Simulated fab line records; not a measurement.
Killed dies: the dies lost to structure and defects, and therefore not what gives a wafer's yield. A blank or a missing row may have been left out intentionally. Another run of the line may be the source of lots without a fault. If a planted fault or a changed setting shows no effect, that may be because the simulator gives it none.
fab line records ; flow n5_finfet ; part 1 of 2: steps 1 to 22 of 30
[record] lots = 5; wafers = 15; last_day = 19
route steps=1938 shown BEOL_M15@1788
lots with no fault: from the same line, run without faults
start_h: the number of hours between the record's first day and the start of the first shown wafer of the lot ; wait_h: time in hours since the lot's previous step ; " repeats the value in the row above ; L1.1+2: one row covering several wafers at once ; - either no value or no given start ; * or withheld: withheld ; < > ~ a bound
route shown NAME@n: names a module that has steps shown in the file, with the first one's number in the route ; usual: mean/standard deviation taken from wafers without a fault ; same: alike in all rows ; chamber/n: place in a boat ; sites: the reading at each site ; _std_site: the values' standard deviation ; _edge_site: outer sites' mean less inner sites' ; radius_mm: for every site, how far away it sits from the centre of the wafer ; mask NAME#n: copy n ; behind: tool/chamber where the wafer was last shaped ; hold: the reason the lot was held/the length of the hold in hours/how it ended ; device: whichever transistor did not switch (one of n, p or np) ; end of line: the tests these same wafers got at the end of their route ; step lacking rows: just its recipe ; killed: count of dies lost to structure and defects at first sort (not the wafer's yield) ; map: a wafer's dies, x killed, . not, _ none there
set.NAME: the run value of the setting; set.NAME@STEP: its run value at that earlier step ; model.NAME: the simulator's own value behind a step, which no gauge read
lots at some steps of the route; a table a step, a row a wafer
services: from which hour (start_h, from the record's first day; less than 0 if before it) a tool's chamber was out of use, for how many hours, and why
[[steps]]
[step N5_BEOL_M15_VIA_ETCH_16]
[recipe] chemistry = C4F8/O2/Ar; target = SiO2; he_inner_torr = 15; he_outer_torr = 30; target_depth_a = 17922; time_s = withheld; ion_energy_ev = 800; pressure_mtorr = 20; source_w = 1905; bias_w = 2040; Ar_flow_sccm = 400; C4F8_flow_sccm = 16; O2_flow_sccm = 12; ends = cleared
[usual] drypump_motor_current_A = 5.74/0.29; oes_product_au = 0.70/0.073; rf_vpp_V = 2226/40; showerhead_plenum_p_Torr = 3.40/0.14; throttle_valve_pct = 30.88/0.29
lot.wafer;tool;chamber;start_h;wait_h;drypump_motor_current_A;oes_product_au;rf_vpp_V;showerhead_plenum_p_Torr;throttle_valve_pct
L078.3;rie_diel-06;0;281.69;0.0;5.56;0.75;2239;3.32;30.64
L078.5;rie_diel-06;3;281.69;0.0;5.87;0.69;2233;3.27;30.67
L078.6;rie_diel-06;2;281.69;0.0;5.34;0.83;2270;3.68;31.06
L084.1;rie_diel-03;0;328.67;0.0;6.40;0.74;2267;3.33;30.66
L084.2;rie_diel-03;2;328.67;0.0;6.08;0.61;2145;3.30;31.18
L084.3;rie_diel-03;3;328.67;0.0;5.70;0.66;2235;3.26;31.02
L087.1;rie_diel-03;2;365.78;0.0;6.06;0.90;2180;3.70;30.73
L087.2;rie_diel-03;3;365.78;0.0;5.71;0.65;2236;3.26;31.03
L087.5;rie_diel-03;3;365.78;0.0;5.72;0.64;2237;3.26;31.03
L092.2;rie_diel-06;3;392.90;0.0;5.89;0.66;2231;3.25;30.71
L092.5;rie_diel-06;3;392.90;0.0;5.88;0.66;2230;3.25;30.72
L092.6;rie_diel-06;0;392.90;0.0;5.57;0.72;2237;3.30;30.67
L095.1;rie_diel-05;0;408.23;0.0;5.50;0.77;2220;3.47;31.23
L095.2;rie_diel-05;3;408.23;0.0;5.98;0.69;2260;3.48;31.35
L095.3;rie_diel-05;2;408.23;0.0;5.34;0.84;2202;3.43;31.15
[step N5_BEOL_M15_STRIP_63]
[recipe] chemistry = O2; power_w = 600; temp_c = 60; pressure_mtorr = 30; rf_frequency_hz = 6e+07; bias_power_w = 0; overash_fraction = 0.3; o2_flow_sccm = 225
[usual] drypump_motor_current_A = 5.73/0.28; oes_product_au = 0.77/0.08; rf_vpp_V = 3.7/0.75; showerhead_plenum_p_Torr = 2.08/0.087; throttle_valve_pct = 16.71/0.17
lot.wafer;tool;chamber;start_h;wait_h;drypump_motor_current_A;oes_product_au;rf_hours_counter_h;rf_vpp_V;showerhead_plenum_p_Torr;throttle_valve_pct
L078.3;rie_diel-06;0;-;-;5.56;0.82;69;2.2;2.04;16.46
L078.5;rie_diel-06;3;-;-;5.85;0.75;-;5.3;1.99;16.58
L078.6;rie_diel-06;2;-;-;5.30;0.92;-;4.4;2.26;16.64
L084.1;rie_diel-03;0;-;-;6.38;0.82;57;3.3;2.06;16.67
L084.2;rie_diel-03;2;-;-;6.03;0.66;248;3.5;1.97;16.75
L084.3;rie_diel-03;3;-;-;5.70;0.72;215;4.0;1.98;16.93
L087.1;rie_diel-03;2;-;-;6.05;0.99;4;3.6;2.23;16.22
L087.2;rie_diel-03;3;-;-;5.71;0.71;229;4.5;1.98;16.96
L087.5;rie_diel-03;3;-;-;5.70;0.71;-;4.2;1.98;16.95
L092.2;rie_diel-06;3;-;-;5.87;0.71;195;3.4;1.98;16.64
L092.5;rie_diel-06;3;-;-;5.88;0.72;-;3.4;1.98;16.62
L092.6;rie_diel-06;0;-;-;5.57;0.78;-;3.0;2.03;16.49
L095.1;rie_diel-05;0;-;-;5.50;0.85;82;3.4;2.09;16.84
L095.2;rie_diel-05;3;-;-;5.96;0.75;133;4.2;2.11;16.97
L095.3;rie_diel-05;2;-;-;5.33;0.94;2;4.7;2.03;16.31
[step N5_BEOL_M15_STRIP_64]
[recipe] chemistry = O2; power_w = 600; temp_c = 60; pressure_mtorr = 30; rf_frequency_hz = 6e+07; bias_power_w = 0; overash_fraction = 0.3; o2_flow_sccm = 225
[usual] drypump_motor_current_A = 5.73/0.28; oes_product_au = 0.77/0.08; rf_vpp_V = 3.6/0.5; showerhead_plenum_p_Torr = 2.08/0.087; throttle_valve_pct = 16.71/0.17
lot.wafer;tool;chamber;start_h;wait_h;drypump_motor_current_A;oes_product_au;rf_hours_counter_h;rf_vpp_V;showerhead_plenum_p_Torr;throttle_valve_pct
L078.3;rie_diel-06;0;-;-;5.56;0.82;69;4.1;2.04;16.45
L078.5;rie_diel-06;3;-;-;5.87;0.75;-;3.3;1.99;16.58
L078.6;rie_diel-06;2;-;-;5.35;0.90;-;3.1;2.26;16.64
L084.1;rie_diel-03;0;-;-;6.38;0.83;57;4.0;2.06;16.64
L084.2;rie_diel-03;2;-;-;6.04;0.66;248;3.2;1.97;16.73
L084.3;rie_diel-03;3;-;-;5.70;0.73;215;3.5;1.98;16.93
L087.1;rie_diel-03;2;-;-;6.07;0.99;4;3.1;2.23;16.22
L087.2;rie_diel-03;3;-;-;5.70;0.71;229;3.7;1.98;16.95
L087.5;rie_diel-03;3;-;-;5.69;0.71;-;3.5;1.98;16.97
L092.2;rie_diel-06;3;-;-;5.87;0.72;195;3.9;1.98;16.65
L092.5;rie_diel-06;3;-;-;5.85;0.72;-;4.0;1.98;16.63
L092.6;rie_diel-06;0;-;-;5.57;0.78;-;3.0;2.03;16.49
L095.1;rie_diel-05;0;-;-;5.48;0.85;82;3.4;2.09;16.84
L095.2;rie_diel-05;3;-;-;5.94;0.76;133;3.2;2.11;16.97
L095.3;rie_diel-05;2;-;-;5.33;0.97;2;3.4;2.03;16.30
[step N5_BEOL_M15_STRIP_65]
[recipe] chemistry = post_etch_residue_remover; time_s = 60; temp_c = 25; remover_ph = withheld; remover_water_wt_pct = withheld; remover_fluoride_wt_pct = withheld
lot.wafer;tool;chamber;start_h;wait_h
L078.3+5+6;wet_bench-06;6,4,0;282.04;-
L084.1+2+3;wet_bench-03;4,6,1;329.02;-
L087.1+2+5;wet_bench-06;5,2,4;366.13;-
L092.2+5+6;wet_bench-03;7,2,1;393.25;-
L095.1+2+3;wet_bench-06;2,1,3;408.58;-
[step N5_BEOL_M15_SRD_66]
[recipe] time_s = 30; temp_c = 23; rinse_liquid = diw; dry = n2_spin; spin_rpm = 1500; dry_time_s = 30
[usual] do_supply_ppb = 9.99/0.1
lot.wafer;tool;chamber;start_h;wait_h;do_supply_ppb
L078.3;wet_bench-06;6;282.06;0.0;10.00
L078.5;wet_bench-06;4;282.06;0.0;9.83
L078.6;wet_bench-06;0;282.06;0.0;10.21
L084.1;wet_bench-03;4;329.04;0.0;10.03
L084.2;wet_bench-03;6;329.04;0.0;10.17
L084.3;wet_bench-03;1;329.04;0.0;9.93
L087.1;wet_bench-06;5;366.15;0.0;10.19
L087.2;wet_bench-06;2;366.15;0.0;10.00
L087.5;wet_bench-06;4;366.15;0.0;10.17
L092.2;wet_bench-03;7;393.27;0.0;10.10
L092.5;wet_bench-03;2;393.27;0.0;9.90
L092.6;wet_bench-03;1;393.27;0.0;10.23
L095.1;wet_bench-06;2;408.60;0.0;9.76
L095.2;wet_bench-06;1;408.60;0.0;9.87
L095.3;wet_bench-06;3;408.60;0.0;9.95
[step N5_BEOL_M15_CD_MEAS_17]
[recipe] target_cd_nm = 360; polarity = opening
[usual] cd_nm = 362/3.6
lot.wafer;tool;chamber;start_h;wait_h;cd_nm
L078.3;cd_sem-01;-;282.11;0.0;357
L078.5;cd_sem-01;-;282.11;0.0;360
L078.6;cd_sem-01;-;282.11;0.0;359
L084.1;cd_sem-03;-;329.08;0.0;357
L084.2;cd_sem-03;-;329.08;0.0;359
L084.3;cd_sem-03;-;329.08;0.0;360
L087.1;cd_sem-01;-;366.19;0.0;364
L087.2;cd_sem-01;-;366.19;0.0;355
L087.5;cd_sem-01;-;366.19;0.0;362
L092.2;cd_sem-01;-;393.31;0.0;356
L092.5;cd_sem-01;-;393.31;0.0;358
L092.6;cd_sem-01;-;393.31;0.0;358
L095.1;cd_sem-03;-;408.64;0.0;366
L095.2;cd_sem-03;-;408.64;0.0;365
L095.3;cd_sem-03;-;408.64;0.0;366
[step N5_BEOL_M15_COAT_56]
[recipe] resist = SOC; temp_c = 250; time_s = 60; spin_rpm = 1500; resist_thk_nm = 550
lot.wafer;tool;chamber;start_h;wait_h
L078.3+5+6;litho_track-05;0;282.15;0.0
L084.1+2+3;litho_track-01;0;329.11;0.0
L087.1+2+5;litho_track-01;0;366.23;0.0
L092.2+5+6;litho_track-01;0;393.35;0.0
L095.1+2+3;litho_track-01;0;408.67;0.0
[step N5_BEOL_M15_ETCH_57]
[recipe] chemistry = N2/H2; target = SOC; source_w = 3000; bias_w = 350; time_s = 750; ion_energy_ev = 200; pressure_mtorr = 30; n2_flow_sccm = 200; h2_flow_sccm = 200
[usual] drypump_motor_current_A = 5.8/0.31; oes_product_au = 0.77/0.08; rf_vpp_V = 523.3/2.6; showerhead_plenum_p_Torr = 2.52/0.096; throttle_valve_pct = 17.88/0.24
lot.wafer;tool;chamber;start_h;wait_h;drypump_motor_current_A;oes_product_au;rf_hours_counter_h;rf_vpp_V;showerhead_plenum_p_Torr;throttle_valve_pct
L078.3;rie_diel-06;1;282.20;-;5.6;0.73;200;520.2;2.43;17.96
L078.5;rie_diel-06;0;282.20;-;5.6;0.82;-;522.1;2.47;17.65
L078.6;rie_diel-06;1;282.20;-;5.6;0.73;-;520.0;2.43;17.96
L084.1;rie_diel-05;1;329.18;-;5.8;0.71;203;527.0;2.63;17.79
L084.2;rie_diel-05;2;329.18;-;5.3;0.71;236;523.3;2.47;17.69
L084.3;rie_diel-05;3;329.18;-;6.0;0.79;109;525.1;2.58;18.15
L087.1;rie_diel-05;2;366.35;-;5.3;0.69;247;523.1;2.47;17.68
L087.2;rie_diel-05;3;366.35;-;6.0;0.78;120;524.7;2.58;18.17
L087.5;rie_diel-05;3;366.35;-;5.9;0.77;-;525.1;2.58;18.18
L092.2;rie_diel-03;2;393.41;-;6.1;0.97;11;528.1;2.71;17.28
L092.5;rie_diel-03;3;393.41;-;5.7;0.71;-;519.3;2.42;18.17
L092.6;rie_diel-03;0;393.41;-;6.4;0.81;-;522.0;2.45;17.63
L095.1;rie_diel-03;2;408.74;-;6.0;0.94;16;529.8;2.71;17.30
L095.2;rie_diel-03;3;408.74;-;5.7;0.71;241;519.5;2.41;18.17
L095.3;rie_diel-03;0;408.74;-;6.4;0.80;84;521.4;2.45;17.63
[step N5_BEOL_M15_COAT_60]
[recipe] resist = BARC; temp_c = 205; time_s = 60; spin_rpm = 1500; resist_thk_nm = 89
lot.wafer;tool;chamber;start_h;wait_h
L078.3+5+6;litho_track-04;0;282.71;0.3
L084.1+2+3;litho_track-04;0;329.68;0.3
L087.1+2+5;litho_track-05;0;366.86;0.3
L092.2+5+6;litho_track-05;0;393.91;0.3
L095.1+2+3;litho_track-01;0;409.24;0.3
[step N5_BEOL_M15_COAT_22]
[recipe] spin_rpm = 1704; resist_thk_nm = 800
lot.wafer;tool;chamber;start_h;wait_h
L078.3+5+6;litho_track-04;0;-;-
L084.1+2+3;litho_track-04;0;-;-
L087.1+2+5;litho_track-05;0;-;-
L092.2+5+6;litho_track-05;0;-;-
L095.1+2+3;litho_track-01;0;-;-
[step N5_BEOL_M15_EBR_24]
[recipe] solvent = PGMEA; ebr_width_mm = 1.5
[same] ebr_width_mm = 1.5
lot.wafer;tool;chamber;start_h;wait_h
L078.3+5+6;litho_track-04;0;-;-
L084.1+2+3;litho_track-04;0;-;-
L087.1+2+5;litho_track-05;0;-;-
L092.2+5+6;litho_track-05;0;-;-
L095.1+2+3;litho_track-01;0;-;-
[step N5_BEOL_M15_SOFTBAKE_23]
[recipe] temp_c = 130; time_s = 60
lot.wafer;tool;chamber;start_h;wait_h
L078.3+5+6;litho_track-04;0;-;-
L084.1+2+3;litho_track-04;0;-;-
L087.1+2+5;litho_track-05;0;-;-
L092.2+5+6;litho_track-05;0;-;-
L095.1+2+3;litho_track-01;0;-;-
[step N5_BEOL_M15_EXPOSE_25]
[recipe] mask_id = M15; na = 0.8; source_shape = annular; sigma_inner = 0.5; sigma_outer = 0.8; polarization = unpolarized; target_cd_nm = 400; dose_mj = 35.5
[usual] focus_offset_nm = 0.1/0.47
[same] sigma_outer = 0.8
lot.wafer;tool;chamber;start_h;wait_h;mask;focus_offset_nm
L078.3;krf_scanner-01;0;282.94;-;M15#0;-0.1
L078.5;krf_scanner-01;0;282.94;-;M15#0;-0.2
L078.6;krf_scanner-01;0;282.94;-;M15#0;0.4
L084.1;krf_scanner-02;0;329.91;-;M15#0;-0.3
L084.2;krf_scanner-02;0;329.91;-;M15#0;-0.4
L084.3;krf_scanner-02;0;329.91;-;M15#0;-0.6
L087.1;krf_scanner-02;0;366.95;-;M15#0;0.2
L087.2;krf_scanner-02;0;366.95;-;M15#0;0.3
L087.5;krf_scanner-02;0;366.95;-;M15#0;0.5
L092.2;krf_scanner-01;0;394.02;-;M15#0;0.3
L092.5;krf_scanner-01;0;394.02;-;M15#0;-0.2
L092.6;krf_scanner-01;0;394.02;-;M15#0;-0.2
L095.1;krf_scanner-01;0;409.47;-;M15#0;0.6
L095.2;krf_scanner-01;0;409.47;-;M15#0;0.0
L095.3;krf_scanner-01;0;409.47;-;M15#0;0.4
[step N5_BEOL_M15_PEB_26]
[recipe] peb_temp_c = 130; peb_time_s = 90
lot.wafer;tool;chamber;start_h;wait_h
L078.3+5+6;litho_track-04;0;282.99;0.0
L084.1+2+3;litho_track-05;0;329.96;0.1
L087.1+2+5;litho_track-05;0;367.01;0.1
L092.2+5+6;litho_track-05;0;394.07;0.0
L095.1+2+3;litho_track-05;0;409.53;0.1
[step N5_BEOL_M15_DEVELOP_27]
[recipe] develop_time_s = 45; rinse_liquid = diw; dry = air_spin; dev_temp_c = 21
[same] develop_time_s = 45
lot.wafer;tool;chamber;start_h;wait_h
L078.3+5+6;litho_track-04;0;-;-
L084.1+2+3;litho_track-05;0;-;-
L087.1+2+5;litho_track-05;0;-;-
L092.2+5+6;litho_track-05;0;-;-
L095.1+2+3;litho_track-05;0;-;-
[step N5_BEOL_M15_HARDBAKE_32]
[recipe] temp_c = 130; time_s = 120
lot.wafer;tool;chamber;start_h;wait_h
L078.3+5+6;litho_track-04;0;-;-
L084.1+2+3;litho_track-05;0;-;-
L087.1+2+5;litho_track-05;0;-;-
L092.2+5+6;litho_track-05;0;-;-
L095.1+2+3;litho_track-05;0;-;-
[step N5_BEOL_M15_CD_MEAS_28]
[recipe] target_cd_nm = 407.6; landing_energy_ev = 500; detector = se_inlens
[usual] cd_nm = 407.9/2.6
lot.wafer;tool;chamber;start_h;wait_h;cd_nm
L078.3;cd_sem-03;0;283.11;-;406.8
L078.5;cd_sem-03;0;283.11;-;407.9
L078.6;cd_sem-03;0;283.11;-;410.8
L084.1;cd_sem-02;0;330.08;-;411.0
L084.2;cd_sem-02;0;330.08;-;407.8
L084.3;cd_sem-02;0;330.08;-;404.9
L087.1;cd_sem-01;0;367.13;-;406.1
L087.2;cd_sem-01;0;367.13;-;409.4
L087.5;cd_sem-01;0;367.13;-;405.3
L092.2;cd_sem-01;0;394.19;-;412.9
L092.5;cd_sem-01;0;394.19;-;407.6
L092.6;cd_sem-01;0;394.19;-;409.5
L095.1;cd_sem-02;0;409.64;-;407.5
L095.2;cd_sem-02;0;409.64;-;405.1
L095.3;cd_sem-02;0;409.64;-;408.1
[step N5_BEOL_M15_OVL_MEAS_29]
[recipe] points_per_wafer = 44
[usual] M15_OVL = -2/5.7
lot.wafer;tool;chamber;start_h;wait_h;M15_OVL[nm]
L078.3;overlay-02;0;283.13;0.0;-10
L078.5;overlay-02;0;283.13;0.0;-7
L078.6;overlay-02;0;283.13;0.0;-7
L084.1;overlay-01;0;330.11;0.0;2
L084.2;overlay-01;0;330.11;0.0;0
L084.3;overlay-01;0;330.11;0.0;2
L087.1;overlay-01;0;367.16;0.0;-5
L087.2;overlay-01;0;367.16;0.0;-17
L087.5;overlay-01;0;367.16;0.0;-11
L092.2;overlay-01;0;394.22;0.0;-1
L092.5;overlay-01;0;394.22;0.0;6
L092.6;overlay-01;0;394.22;0.0;0
L095.1;overlay-02;0;409.67;0.0;-2
L095.2;overlay-02;0;409.67;0.0;-6
L095.3;overlay-02;0;409.67;0.0;-3
[step N5_BEOL_M15_INSPECT_30]
[recipe] mode = adi; inspect_instrument = macro
[usual] raw_defect_count = 2/1.5
lot.wafer;tool;chamber;start_h;wait_h;raw_defect_count
L078.3;defect_inspect-01;-;283.16;0.0;0
L078.5;defect_inspect-01;-;283.16;0.0;0
L078.6;defect_inspect-01;-;283.16;0.0;2
L084.1;defect_inspect-01;-;330.13;0.0;1
L084.2;defect_inspect-01;-;330.13;0.0;1
L084.3;defect_inspect-01;-;330.13;0.0;1
L087.1;defect_inspect-01;-;367.18;0.0;2
L087.2;defect_inspect-01;-;367.18;0.0;2
L087.5;defect_inspect-01;-;367.18;0.0;0
L092.2;defect_inspect-01;-;394.24;0.0;4
L092.5;defect_inspect-01;-;394.24;0.0;3
L092.6;defect_inspect-01;-;394.24;0.0;1
L095.1;defect_inspect-02;-;409.70;0.0;2
L095.2;defect_inspect-02;-;409.70;0.0;0
L095.3;defect_inspect-02;-;409.70;0.0;2
[step N5_BEOL_M15_DESCUM_33]
[recipe] chemistry = O2; time_s = 7.9; source_power_w = 50; bias_power_w = 20; pressure_mtorr = 20; rf_frequency_hz = 2.712e+07; temp_c = 40; o2_flow_sccm = 225
[usual] drypump_motor_current_A = 5.74/0.29; oes_product_au = 0.77/0.076; rf_vpp_V = 242.8/1.5; showerhead_plenum_p_Torr = 2.07/0.085; throttle_valve_pct = 20.47/0.16
lot.wafer;tool;chamber;start_h;wait_h;drypump_motor_current_A;oes_product_au;rf_hours_counter_h;rf_vpp_V;showerhead_plenum_p_Torr;throttle_valve_pct
L078.3;rie_diel-05;3;283.19;0.0;5.93;0.80;96;243.4;2.12;20.66
L078.5;rie_diel-05;3;283.19;0.0;5.97;0.79;-;244.2;2.12;20.69
L078.6;rie_diel-05;2;283.19;0.0;5.32;0.72;-;242.1;2.04;20.35
L084.1;rie_diel-06;2;330.17;0.0;5.32;0.87;34;245.1;2.25;20.49
L084.2;rie_diel-06;3;330.17;0.0;5.86;0.73;179;242.2;1.98;20.33
L084.3;rie_diel-06;1;330.17;0.0;5.66;0.72;214;241.7;2.01;20.60
L087.1;rie_diel-05;1;367.21;0.0;5.77;0.69;213;243.6;2.16;20.51
L087.2;rie_diel-05;2;367.21;0.0;5.32;0.70;247;241.6;2.03;20.39
L087.5;rie_diel-05;0;367.21;0.0;5.52;0.87;-;242.6;2.09;20.58
L092.2;rie_diel-06;1;394.36;0.1;5.63;0.70;232;240.6;2.00;20.64
L092.5;rie_diel-06;2;394.36;0.1;5.35;0.84;-;245.4;2.24;20.54
L092.6;rie_diel-06;1;394.36;0.1;5.64;0.70;-;241.2;2.00;20.63
L095.1;rie_diel-05;2;409.73;0.0;5.34;0.96;2;242.8;2.03;20.09
L095.2;rie_diel-05;1;409.73;0.0;5.77;0.69;227;244.0;2.16;20.53
L095.3;rie_diel-05;0;409.73;0.0;5.51;0.86;82;244.6;2.09;20.59
[step N5_BEOL_M15_ETCH_61]
[recipe] chemistry = N2/H2; target = BARC; target_depth_a = 890; overetch_a = 267; time_s = 67.9; ion_energy_ev = 200; pressure_mtorr = 30; source_w = 840; bias_w = 150; n2_flow_sccm = 200; h2_flow_sccm = 200
[usual] drypump_motor_current_A = 5.75/0.29; oes_product_au = 0.67/0.063; rf_vpp_V = 523.3/2.9; showerhead_plenum_p_Torr = 2.52/0.11; throttle_valve_pct = 17.96/0.23
lot.wafer;tool;chamber;start_h;wait_h;drypump_motor_current_A;oes_product_au;rf_hours_counter_h;rf_vpp_V;showerhead_plenum_p_Torr;throttle_valve_pct
L078.3;rie_diel-05;3;283.23;0.0;5.96;0.68;96;524.9;2.59;18.23
L078.5;rie_diel-05;3;283.23;0.0;5.96;0.68;-;525.2;2.59;18.25
L078.6;rie_diel-05;2;283.23;0.0;5.33;0.61;-;522.7;2.48;17.75
L084.1;rie_diel-06;2;330.20;0.0;5.36;0.76;34;526.8;2.73;17.96
L084.2;rie_diel-06;3;330.20;0.0;5.85;0.63;179;520.4;2.41;17.78
L084.3;rie_diel-06;1;330.20;0.0;5.67;0.62;214;520.5;2.43;18.11
L087.1;rie_diel-05;1;367.25;0.0;5.76;0.60;213;525.3;2.63;17.90
L087.2;rie_diel-05;2;367.25;0.0;5.33;0.59;247;523.4;2.47;17.80
L087.5;rie_diel-05;0;367.25;0.0;5.50;0.73;-;524.7;2.59;18.25
L092.2;rie_diel-06;1;394.40;0.0;5.65;0.61;232;518.4;2.42;18.13
L092.5;rie_diel-06;2;394.40;0.0;5.33;0.73;-;530.0;2.72;17.98
L092.6;rie_diel-06;1;394.40;0.0;5.65;0.61;-;519.8;2.42;18.12
L095.1;rie_diel-05;2;409.77;0.0;5.33;0.82;2;522.4;2.47;17.42
L095.2;rie_diel-05;1;409.77;0.0;5.77;0.60;227;524.3;2.62;17.93
L095.3;rie_diel-05;0;409.77;0.0;5.53;0.72;82;526.7;2.59;18.27
[step N5_BEOL_M15_TRENCH_ETCH_34]
[recipe] chemistry = C4F8/O2/Ar; target = SiO2; target_depth_a = 8729.3; he_inner_torr = 15; he_outer_torr = 30; time_s = 199; ion_energy_ev = 800; pressure_mtorr = 20; source_w = 1905; bias_w = 2040; Ar_flow_sccm = 400; C4F8_flow_sccm = 16; O2_flow_sccm = 12
[usual] drypump_motor_current_A = 5.75/0.29; oes_product_au = 0.78/0.077; rf_vpp_V = 2226/41; showerhead_plenum_p_Torr = 3.40/0.14; throttle_valve_pct = 30.89/0.29
lot.wafer;tool;chamber;start_h;wait_h;drypump_motor_current_A;oes_product_au;rf_hours_counter_h;rf_vpp_V;showerhead_plenum_p_Torr;throttle_valve_pct
L078.3;rie_diel-05;3;283.28;0.0;5.96;0.79;96;2265;3.50;31.34
L078.5;rie_diel-05;3;283.28;0.0;5.98;0.78;-;2263;3.50;31.33
L078.6;rie_diel-05;2;283.28;0.0;5.34;0.70;-;2201;3.45;31.29
L084.1;rie_diel-06;2;330.25;0.0;5.31;0.89;34;2268;3.67;31.10
L084.2;rie_diel-06;3;330.25;0.0;5.85;0.75;179;2230;3.26;30.72
L084.3;rie_diel-06;1;330.25;0.0;5.64;0.72;214;2156;3.22;30.44
L087.1;rie_diel-05;1;367.30;0.0;5.78;0.71;213;2279;3.50;30.62
L087.2;rie_diel-05;2;367.30;0.0;5.33;0.68;248;2203;3.43;31.29
L087.5;rie_diel-05;0;367.30;0.0;5.53;0.87;-;2220;3.47;31.24
L092.2;rie_diel-06;1;394.45;0.0;5.67;0.71;232;2156;3.21;30.43
L092.5;rie_diel-06;2;394.45;0.0;5.32;0.87;-;2267;3.66;31.14
L092.6;rie_diel-06;1;394.45;0.0;5.67;0.71;-;2156;3.21;30.45
L095.1;rie_diel-05;2;409.82;0.0;5.32;0.92;2;2201;3.43;31.19
L095.2;rie_diel-05;1;409.82;0.0;5.80;0.71;227;2279;3.49;30.66
L095.3;rie_diel-05;0;409.82;0.0;5.54;0.86;82;2218;3.47;31.24
